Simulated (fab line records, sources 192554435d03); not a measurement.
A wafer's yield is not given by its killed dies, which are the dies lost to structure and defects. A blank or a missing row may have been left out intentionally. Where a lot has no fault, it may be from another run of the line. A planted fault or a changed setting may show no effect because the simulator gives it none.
fab line records	flow n5-finfet	part 1 of 2: steps 1 to 4 of 6
record lots=24	wafers=72	last-day=18
route steps=1938 shown BEOL_M9@1437 BEOL_M10@1473
lots with no fault: from the same line, run without faults
start-h: start of the lot's first displayed wafer, in hours after the record's first day	wait-h: hours elapsed since this lot's preceding step	" as in the row above	L1.1+2: a row that stands for several wafers	- no value, or no start given	* or withheld: withheld	< > ~ a bound
route shown NAME@n: names a module that has steps shown in the file, with the first one's number in the route	usual: mean/standard deviation taken from wafers without a fault	same: alike in all rows	chamber/n: place in a boat	sites: readings site by site	_std_site: the standard deviation of these	_edge_site: the outer-site mean with the inner-site mean subtracted	radius-mm: how far each site lies from the wafer's centre	mask NAME#n: copy n	behind: the last tool/chamber to shape the wafer	hold: the reason the lot was held/the length of the hold in hours/how it ended	device: the n, p or np transistor that did not switch	end of line: tests run on the same wafers once the route is complete	a step with no rows: only its recipe	killed: at the first sort, the dies lost to defects and structure; wafer yield is something else	map: shows each die of a wafer: x if killed, . if not, _ if none is there
set.NAME: the setting the step ran with; set.NAME@STEP: the setting that earlier step ran with	model.NAME: the simulator's own value behind a step, which no gauge read
one table for each step of the route and one row for each wafer, over a sample of lots
services: a tool's chamber out of use, with start hour (start-h, from the record's first day; less than 0 if before it), hours out, and reason
## steps
# step N5_BEOL_M9_DESCUM_33
# recipe chemistry=O2	time-s=7	source-power-w=50	bias-power-w=20	pressure-mtorr=20	rf-frequency-hz=2.712e+07	temp-c=40	resist=CAR-EUV	o2-flow-sccm=225
# usual drypump-motor-current-A=5.9/0.58	oes-product-au=0.83/0.085	rf-vpp-V=243.5/1.3	showerhead-plenum-p-Torr=2.11/0.074	throttle-valve-pct=20.38/0.21
lot.wafer	tool	chamber	start-h	wait-h	drypump-motor-current-A	oes-product-au	rf-hours-counter-h	rf-vpp-V	showerhead-plenum-p-Torr	throttle-valve-pct
L074.2	rie-diel-05	0	205.22	0.0	5.4	0.70	216	245.2	2.15	20.32
L074.3	"	3	"	"	6.3	0.78	105	242.0	2.02	20.35
L074.6	"	2	"	"	6.5	0.90	-	242.2	2.06	20.43
L076.1	rie-diel-04	1	207.14	0.0	5.3	0.67	253	243.8	2.13	20.25
L076.4	"	3	"	"	5.5	0.93	-	246.9	2.25	20.18
L076.6	"	1	"	"	5.3	0.68	-	244.5	2.13	20.25
L075.2	rie-diel-02	1	213.80	0.0	6.2	0.93	9	242.9	2.04	20.23
L075.5	"	2	"	"	6.8	0.83	-	243.6	2.11	20.68
L075.6	"	3	"	"	6.5	0.76	-	242.2	2.08	20.49
L078.1	rie-diel-05	3	219.17	0.0	6.3	0.77	110	242.2	2.02	20.33
L078.3	"	1	"	"	5.6	0.75	149	241.5	2.02	20.36
L078.5	"	0	"	"	5.4	0.70	-	244.3	2.15	20.36
L077.2	rie-diel-05	1	219.59	0.1	5.6	0.76	149	242.4	2.02	20.35
L077.5	"	2	"	"	6.5	0.88	-	243.3	2.06	20.46
L077.6	"	3	"	"	6.3	0.78	-	242.6	2.02	20.34
L079.1	rie-diel-04	3	235.13	0.4	5.5	0.90	30	245.4	2.25	20.20
L079.2	"	2	"	"	5.7	0.68	258	243.9	2.15	20.49
L079.4	"	2	"	"	5.7	0.68	-	243.9	2.15	20.50
L080.1	rie-diel-04	0	245.42	0.2	5.4	0.93	9	243.6	2.13	20.54
L080.3	"	2	"	"	5.7	0.67	262	243.4	2.15	20.51
L080.4	"	1	"	"	5.4	0.97	1	243.9	2.13	19.92
L081.1	rie-diel-05	2	255.77	0.0	6.4	0.87	57	242.7	2.05	20.47
L081.3	"	0	"	"	5.4	0.69	232	244.8	2.14	20.35
L081.5	"	3	"	"	6.4	0.77	-	242.9	2.01	20.36
L082.2	rie-diel-02	2	255.81	0.0	6.8	0.81	96	243.0	2.10	20.71
L082.4	"	0	"	"	5.1	0.96	14	245.0	2.22	20.07
L082.6	"	1	"	"	6.2	0.90	-	242.6	2.04	20.26
L084.3	rie-diel-04	3	273.10	0.2	5.4	0.88	43	244.3	2.24	20.21
L084.4	"	0	"	"	5.4	0.93	-	243.6	2.13	20.55
L084.5	"	3	"	"	5.4	0.88	-	246.2	2.24	20.20
L083.1	rie-diel-02	0	273.19	0.2	5.0	0.96	19	245.1	2.22	20.09
L083.5	"	0	"	"	5.1	0.95	-	245.0	2.22	20.09
L083.6	"	3	"	"	6.4	0.75	-	242.6	2.07	20.51
L086.1	rie-diel-05	0	283.59	0.1	5.4	0.70	239	242.8	2.14	20.39
L086.2	"	1	"	"	5.6	0.75	167	242.3	2.01	20.36
L086.5	"	1	"	"	5.6	0.74	-	242.5	2.01	20.37
L085.1	rie-diel-04	1	284.21	0.3	5.3	0.93	12	243.3	2.13	19.93
L085.4	"	0	"	"	5.4	0.91	-	242.9	2.13	20.56
L085.5	"	1	"	"	5.3	0.94	-	244.7	2.13	19.94
L087.3	rie-diel-04	0	290.43	0.0	5.4	0.89	24	244.6	2.13	20.56
L087.4	"	1	"	"	5.4	0.92	-	241.6	2.13	19.95
L087.6	"	3	"	"	5.5	0.87	-	245.2	2.24	20.23
L088.2	rie-diel-02	2	292.22	0.0	6.7	0.79	108	242.6	2.10	20.71
L088.3	"	3	"	"	6.5	0.74	189	243.4	2.07	20.52
L088.5	"	3	"	"	6.5	0.75	-	243.3	2.07	20.51
L089.1	rie-diel-02	3	297.89	0.3	6.5	0.75	190	244.6	2.07	20.52
L089.2	"	0	"	"	5.0	0.95	25	245.9	2.21	20.08
L089.4	"	2	"	"	6.7	0.79	110	242.7	2.10	20.71
L091.1	rie-diel-02	0	315.43	0.0	5.0	0.92	31	244.4	2.21	20.11
L091.3	"	3	"	"	6.5	0.74	196	243.0	2.07	20.54
L091.4	"	2	"	"	6.7	0.79	115	244.1	2.09	20.73
L090.3	rie-diel-02	2	316.05	0.0	6.7	0.79	115	242.7	2.09	20.73
L090.4	"	1	"	"	6.2	0.85	39	241.8	2.03	20.29
L090.6	"	0	"	"	5.0	0.92	-	245.3	2.21	20.10
L092.2	rie-diel-02	3	320.03	0.0	6.5	0.74	197	242.8	2.07	20.52
L092.4	"	0	"	"	5.1	0.93	33	245.6	2.21	20.10
L092.6	"	3	"	"	6.5	0.73	-	243.9	2.07	20.52
L093.2	rie-diel-02	0	333.33	0.0	5.1	0.93	35	245.9	2.21	20.11
L093.5	"	3	"	"	6.5	0.73	-	241.3	2.07	20.53
L093.6	"	0	"	"	5.1	0.93	-	244.6	2.21	20.12
L096.2	rie-diel-05	1	341.01	0.0	5.6	0.73	185	241.7	2.00	20.40
L096.3	"	2	"	"	6.5	0.84	82	242.9	2.04	20.50
L096.4	"	3	"	"	6.4	0.75	-	242.3	2.00	20.40
L095.1	rie-diel-02	3	343.64	0.4	6.5	0.74	205	242.6	2.07	20.55
L095.3	"	0	"	"	5.0	0.92	37	245.3	2.21	20.10
L095.4	"	1	"	"	6.2	0.85	48	243.8	2.03	20.30
L094.1	rie-diel-02	0	344.18	0.6	5.0	0.92	37	244.9	2.21	20.11
L094.4	"	2	"	"	6.7	0.79	124	242.4	2.09	20.74
L094.6	"	0	"	"	5.1	0.93	-	245.0	2.21	20.11
L097.1	rie-diel-02	1	365.76	0.0	6.2	0.84	54	243.2	2.03	20.31
L097.2	"	2	"	"	6.7	0.78	130	243.7	2.09	20.73
L097.6	"	2	"	"	6.7	0.77	-	242.4	2.09	20.74
# step N5_BEOL_M9_CMP_52
# recipe stop-on=SiCOH_lowk	t-overpolish-s=7	down-force-psi=1	platen-rpm=50	clearing-platen-down-force-psi=1.5	clearing-platen-rpm=50	post-cmp-clean=cu-alkaline	target-thk-nm=140	clearing-platen-pad-velocity-m-s=0.99484	pad-velocity-m-s=0.99484
# usual barrier-field-endpoint-s=28.6/0.71	edge-zone-pressure-frac=1.000/0.0051	motor-current-A=5.9/0.56	overpolish-run-s=7.000/0.01	slurry-filter-dp-kPa=13.49/0.15	time-to-endpoint-s=65/3.1
lot.wafer	tool	chamber	start-h	wait-h	barrier-field-endpoint-s	edge-zone-pressure-frac	motor-current-A	overpolish-run-s	slurry-filter-dp-kPa	time-to-endpoint-s
L074.2	cmp-02	0	208.53	0.2	28.2	0.994	5.4	6.998	13.69	59
L074.3	"	1	"	"	28.4	0.998	6.1	7.003	13.72	59
L074.6	"	0	"	"	29.1	1.006	5.0	6.997	13.31	64
L076.1	cmp-02	1	209.23	0.3	27.2	1.004	6.2	6.997	13.49	58
L076.4	"	3	"	"	28.8	1.000	5.2	7.006	13.74	67
L076.6	"	2	"	"	28.2	1.002	5.9	7.000	13.50	64
L075.2	cmp-03	1	216.27	0.3	28.7	0.997	6.5	6.997	13.32	67
L075.6	"	3	"	"	29.2	0.998	5.9	7.016	13.52	68
L075.5	"	0	"	"	29.6	0.998	6.2	6.979	13.60	69
L078.3	cmp-03	2	221.75	0.2	28.3	0.992	6.3	7.008	13.51	71
L078.1	"	3	"	"	28.1	0.995	5.7	7.008	13.43	65
L078.5	"	3	"	"	29.1	1.001	5.7	7.016	13.28	65
L077.2	cmp-03	0	222.19	0.2	27.3	1.008	5.8	7.005	13.41	68
L077.6	"	3	"	"	28.3	1.008	5.8	7.008	13.87	68
L077.5	"	0	"	"	28.7	1.011	5.6	6.992	13.68	68
L079.4	cmp-01	0	239.00	0.1	28.6	0.990	6.3	6.991	13.47	65
L079.2	"	1	"	"	27.9	0.997	7.0	7.002	13.45	65
L079.1	"	2	"	"	27.8	0.999	5.4	6.989	13.40	62
L080.4	cmp-02	0	247.92	0.1	27.9	1.000	5.3	6.988	13.58	61
L080.3	"	2	"	"	28.6	1.000	5.8	7.001	13.26	64
L080.1	"	3	"	"	27.8	0.999	5.2	7.000	13.62	63
L081.1	cmp-01	3	258.31	0.3	28.2	0.997	6.2	6.996	13.64	66
L081.3	"	0	"	"	27.6	0.999	6.2	7.003	13.45	68
L081.5	"	2	"	"	28.6	0.996	5.2	6.982	13.63	64
L082.2	cmp-02	2	258.57	0.2	27.4	1.011	5.8	6.998	13.51	64
L082.4	"	1	"	"	27.1	1.004	6.3	7.010	13.38	59
L082.6	"	3	"	"	27.8	1.007	5.1	6.998	13.71	64
L084.3	cmp-03	2	276.33	0.2	29.4	0.997	6.7	7.004	13.55	69
L084.4	"	0	"	"	29.4	0.998	6.1	7.000	13.38	68
L084.5	"	1	"	"	28.8	1.000	6.2	6.999	13.51	65
L083.1	cmp-02	3	276.55	0.3	28.9	1.008	5.0	6.997	13.34	64
L083.5	"	3	"	"	29.2	1.000	4.9	6.994	13.17	65
L083.6	"	0	"	"	29.5	1.002	5.1	6.991	13.66	63
L086.2	cmp-03	2	286.15	0.2	28.9	1.005	6.5	6.984	13.42	71
L086.1	"	0	"	"	29.3	0.997	6.1	6.999	13.90	70
L086.5	"	2	"	"	29.7	1.005	6.6	6.980	13.41	71
L085.4	cmp-01	2	288.10	0.2	29.1	1.002	5.5	6.998	13.60	65
L085.1	"	0	"	"	30.2	1.004	6.4	6.992	13.61	70
L085.5	"	2	"	"	29.2	0.999	5.7	7.016	13.44	64
L087.4	cmp-01	2	293.09	0.2	29.4	1.008	5.4	7.002	13.59	65
L087.3	"	3	"	"	29.8	1.002	5.9	7.002	13.13	67
L087.6	"	1	"	"	29.7	1.008	6.6	7.002	13.72	66
L088.3	cmp-02	2	294.71	0.2	29.6	0.998	6.0	7.001	13.48	67
L088.2	"	3	"	"	29.3	1.009	5.1	6.985	13.61	63
L088.5	"	2	"	"	29.2	1.007	6.2	7.001	13.41	64
L089.2	cmp-02	1	301.11	0.3	27.7	1.002	6.5	7.010	13.74	63
L089.1	"	2	"	"	28.3	1.004	6.1	7.003	13.63	65
L089.4	"	3	"	"	28.8	1.002	5.1	6.996	13.27	66
L091.3	cmp-01	1	317.75	0.3	29.1	0.998	7.3	6.993	13.43	68
L091.4	"	2	"	"	28.5	1.005	5.6	7.000	13.28	67
L091.1	"	3	"	"	29.0	0.998	6.0	6.995	13.33	66
L090.3	cmp-03	0	318.35	0.2	28.6	0.994	5.6	7.018	13.57	64
L090.4	"	1	"	"	28.7	0.999	6.8	6.992	13.37	62
L090.6	"	3	"	"	29.0	0.999	5.7	7.012	13.59	64
L092.2	cmp-03	3	325.15	0.2	28.1	1.005	5.9	7.004	13.44	62
L092.4	"	0	"	"	28.6	1.005	5.7	6.991	13.28	63
L092.6	"	3	"	"	28.5	1.008	5.8	6.996	13.59	65
L093.2	cmp-01	0	336.80	0.3	28.2	0.994	6.3	7.016	13.49	67
L093.5	"	1	"	"	28.7	0.995	7.1	6.988	13.54	65
L093.6	"	2	"	"	29.0	0.998	5.5	7.006	13.56	65
L096.4	cmp-03	1	343.46	0.1	28.5	1.001	6.4	6.999	13.33	64
L096.2	"	2	"	"	28.2	1.008	6.7	7.016	13.53	69
L096.3	"	3	"	"	28.1	0.997	5.5	7.010	13.53	67
L095.4	cmp-03	3	349.31	0.1	28.4	0.992	5.6	7.007	13.49	63
L095.1	"	0	"	"	28.4	1.002	5.8	7.007	13.25	66
L095.3	"	2	"	"	29.3	1.005	6.5	6.994	13.31	70
L094.1	cmp-01	3	350.34	0.5	28.6	0.993	5.8	6.990	13.57	66
L094.4	"	2	"	"	28.6	1.006	5.0	6.991	13.77	65
L094.6	"	0	"	"	29.7	1.000	6.0	7.027	13.45	67
L097.2	cmp-02	3	369.38	0.2	28.7	1.006	5.2	6.998	13.33	65
L097.1	"	0	"	"	27.7	0.992	5.3	7.006	13.29	63
L097.6	"	0	"	"	28.0	0.995	5.2	6.989	13.31	64
# step N5_BEOL_M9_DEP_56
# recipe material=SiCN	target-thk-a=150	temp-c=withheld	precursor=3MS/NH3	pressure-torr=3	rf-w=202	time-s=26.5
# usual showerhead-plenum-p-Torr=3.663/0.015	throttle-valve-pct=8.8/0.44
lot.wafer	tool	chamber	start-h	wait-h	showerhead-plenum-p-Torr	throttle-valve-pct
L074.2	pecvd-01	0	208.88	0.0	3.636	9.0
L074.3	"	2	"	"	3.660	8.2
L074.6	"	2	"	"	3.654	8.2
L076.1	pecvd-02	1	209.60	0.0	3.670	9.4
L076.4	"	1	"	"	3.670	9.5
L076.6	"	1	"	"	3.666	9.3
L075.2	pecvd-04	0	216.55	0.0	3.670	9.4
L075.5	"	1	"	"	3.671	9.0
L075.6	"	0	"	"	3.668	9.2
L078.1	pecvd-02	1	222.12	0.0	3.670	9.5
L078.3	"	1	"	"	3.672	9.6
L078.5	"	1	"	"	3.678	9.5
L077.2	pecvd-02	1	222.52	0.0	3.671	9.6
L077.5	"	1	"	"	3.671	9.6
L077.6	"	0	"	"	3.682	8.6
L079.1	pecvd-04	0	239.36	0.0	3.674	9.3
L079.2	"	1	"	"	3.667	8.8
L079.4	"	0	"	"	3.674	9.2
L080.1	pecvd-04	0	248.28	0.0	3.679	9.2
L080.3	"	2	"	"	3.653	8.0
L080.4	"	2	"	"	3.661	8.2
L081.1	pecvd-01	2	258.63	0.0	3.665	8.0
L081.3	"	0	"	"	3.632	8.9
L081.5	"	0	"	"	3.627	9.3
L082.2	pecvd-01	1	258.93	0.0	3.669	9.1
L082.4	"	2	"	"	3.662	8.1
L082.6	"	1	"	"	3.650	9.2
L084.3	pecvd-01	2	276.66	0.0	3.661	8.3
L084.4	"	0	"	"	3.640	9.3
L084.5	"	1	"	"	3.656	9.2
L083.1	pecvd-01	2	276.91	0.0	3.658	8.1
L083.5	"	1	"	"	3.648	8.9
L083.6	"	2	"	"	3.659	8.2
L086.1	pecvd-04	2	286.52	0.0	3.663	8.3
L086.2	"	0	"	"	3.668	9.2
L086.5	"	2	"	"	3.658	8.3
L085.1	pecvd-02	0	288.41	0.0	3.675	8.7
L085.4	"	2	"	"	3.687	8.5
L085.5	"	1	"	"	3.676	9.5
L087.3	pecvd-01	1	293.41	0.0	3.656	9.1
L087.4	"	1	"	"	3.661	9.1
L087.6	"	0	"	"	3.632	9.4
L088.2	pecvd-01	0	295.06	0.0	3.633	8.9
L088.3	"	2	"	"	3.653	8.2
L088.5	"	1	"	"	3.661	9.0
L089.1	pecvd-04	1	301.42	0.0	3.657	8.9
L089.2	"	0	"	"	3.676	9.4
L089.4	"	1	"	"	3.659	8.6
L091.1	pecvd-01	2	318.07	0.0	3.669	8.2
L091.3	"	1	"	"	3.657	9.1
L091.4	"	0	"	"	3.635	9.0
L090.3	pecvd-02	2	318.66	0.0	3.690	8.6
L090.4	"	0	"	"	3.669	9.1
L090.6	"	1	"	"	3.665	9.4
L092.2	pecvd-02	1	325.51	0.0	3.671	9.8
L092.4	"	0	"	"	3.671	9.0
L092.6	"	2	"	"	3.699	8.7
L093.2	pecvd-04	0	337.04	0.0	3.672	9.1
L093.5	"	1	"	"	3.658	8.9
L093.6	"	2	"	"	3.665	8.3
L096.2	pecvd-01	1	343.82	0.0	3.659	9.1
L096.3	"	2	"	"	3.672	8.2
L096.4	"	0	"	"	3.637	9.2
L095.1	pecvd-04	1	349.66	0.0	3.669	8.9
L095.3	"	2	"	"	3.672	8.4
L095.4	"	1	"	"	3.653	8.9
L094.1	pecvd-04	0	350.69	0.0	3.664	9.2
L094.4	"	0	"	"	3.671	9.4
L094.6	"	1	"	"	3.655	8.8
L097.1	pecvd-02	1	369.74	0.0	3.671	9.5
L097.2	"	0	"	"	3.671	9.0
L097.6	"	0	"	"	3.681	8.9
# step N5_BEOL_M10_PECVD_70
# recipe material=SiO2	target-thk-a=200	temp-c=400	precursor=TEOS/O2	pressure-torr=5.5	rf-w=450	teos-flow-sccm=53.8	gas=O2	flow-sccm=3000	time-s=22.7
# usual heater-power-w=717/93	showerhead-plenum-p-Torr=8.78/0.081	throttle-valve-pct=22.1/0.87
lot.wafer	tool	chamber	start-h	wait-h	heater-power-w	showerhead-plenum-p-Torr	throttle-valve-pct
L074.2	pecvd-02	0	209.66	0.0	746	8.84	21.7
L074.3	"	1	"	"	677	8.83	23.3
L074.6	"	1	"	"	702	8.82	23.4
L076.1	pecvd-03	2	210.38	0.0	906	8.79	22.5
L076.4	"	0	"	"	833	8.71	22.1
L076.6	"	2	"	"	906	8.77	22.1
L075.2	pecvd-03	0	217.34	0.0	905	8.73	22.3
L075.5	"	0	"	"	884	8.71	22.2
L075.6	"	1	"	"	735	8.77	22.2
L077.2	pecvd-03	2	223.33	0.0	778	8.77	22.2
L077.5	"	0	"	"	868	8.73	22.4
L077.6	"	2	"	"	791	8.78	22.1
L078.1	pecvd-01	0	223.39	0.0	738	8.63	22.4
L078.3	"	1	"	"	597	8.70	22.7
L078.5	"	2	"	"	600	8.76	19.9
L079.1	pecvd-01	2	240.12	0.0	586	8.77	19.9
L079.2	"	0	"	"	609	8.64	22.7
L079.4	"	0	"	"	603	8.65	22.5
L080.1	pecvd-03	2	249.25	0.0	927	8.79	22.4
L080.3	"	1	"	"	748	8.73	21.9
L080.4	"	1	"	"	775	8.75	22.3
L081.1	pecvd-01	1	259.87	0.0	617	8.74	22.3
L081.3	"	2	"	"	558	8.75	19.9
L081.5	"	1	"	"	593	8.74	22.6
L082.2	pecvd-03	0	259.90	0.0	887	8.69	22.1
L082.4	"	2	"	"	820	8.76	22.1
L082.6	"	1	"	"	729	8.77	22.1
L084.3	pecvd-02	2	277.46	0.1	669	8.95	20.7
L084.4	"	2	"	"	689	8.93	21.3
L084.5	"	1	"	"	766	8.84	23.0
L083.1	pecvd-03	0	277.77	0.0	824	8.70	22.0
L083.5	"	1	"	"	718	8.76	21.8
L083.6	"	2	"	"	934	8.78	22.3
L086.1	pecvd-02	0	287.32	0.0	706	8.81	21.8
L086.2	"	2	"	"	621	8.94	21.3
L086.5	"	2	"	"	630	8.94	21.1
L085.1	pecvd-03	2	289.18	0.0	768	8.77	22.6
L085.4	"	1	"	"	714	8.73	21.9
L085.5	"	2	"	"	783	8.77	22.1
L087.3	pecvd-01	2	294.42	0.0	568	8.75	20.3
L087.4	"	1	"	"	621	8.74	22.3
L087.6	"	2	"	"	553	8.76	20.2
L088.2	pecvd-01	1	295.83	0.0	580	8.71	22.5
L088.3	"	0	"	"	705	8.66	22.4
L088.5	"	1	"	"	590	8.74	22.3
L089.1	pecvd-02	0	302.19	0.0	724	8.84	21.8
L089.2	"	1	"	"	686	8.85	23.4
L089.4	"	0	"	"	748	8.83	21.9
L091.1	pecvd-02	2	318.83	0.0	692	8.94	21.3
L091.3	"	0	"	"	772	8.82	22.1
L091.4	"	1	"	"	738	8.79	23.5
L090.3	pecvd-01	0	319.43	0.0	697	8.63	22.6
L090.4	"	2	"	"	682	8.78	20.2
L090.6	"	0	"	"	719	8.64	22.6
L092.2	pecvd-02	0	326.27	0.0	771	8.82	22.2
L092.4	"	1	"	"	777	8.82	23.3
L092.6	"	0	"	"	797	8.83	21.8
L093.2	pecvd-01	0	337.81	0.0	737	8.63	22.7
L093.5	"	2	"	"	615	8.78	20.3
L093.6	"	1	"	"	543	8.73	22.5
L096.2	pecvd-02	0	344.59	0.0	751	8.84	22.0
L096.3	"	1	"	"	745	8.82	23.7
L096.4	"	0	"	"	766	8.80	22.0
L095.1	pecvd-01	1	350.64	0.0	647	8.70	22.4
L095.3	"	0	"	"	665	8.63	22.9
L095.4	"	1	"	"	663	8.72	22.6
L094.1	pecvd-02	2	351.46	0.0	695	8.94	21.1
L094.4	"	0	"	"	698	8.83	22.2
L094.6	"	2	"	"	706	8.93	21.1
L097.1	pecvd-02	0	370.50	0.0	802	8.77	22.1
L097.2	"	1	"	"	636	8.82	23.1
L097.6	"	1	"	"	618	8.82	23.6
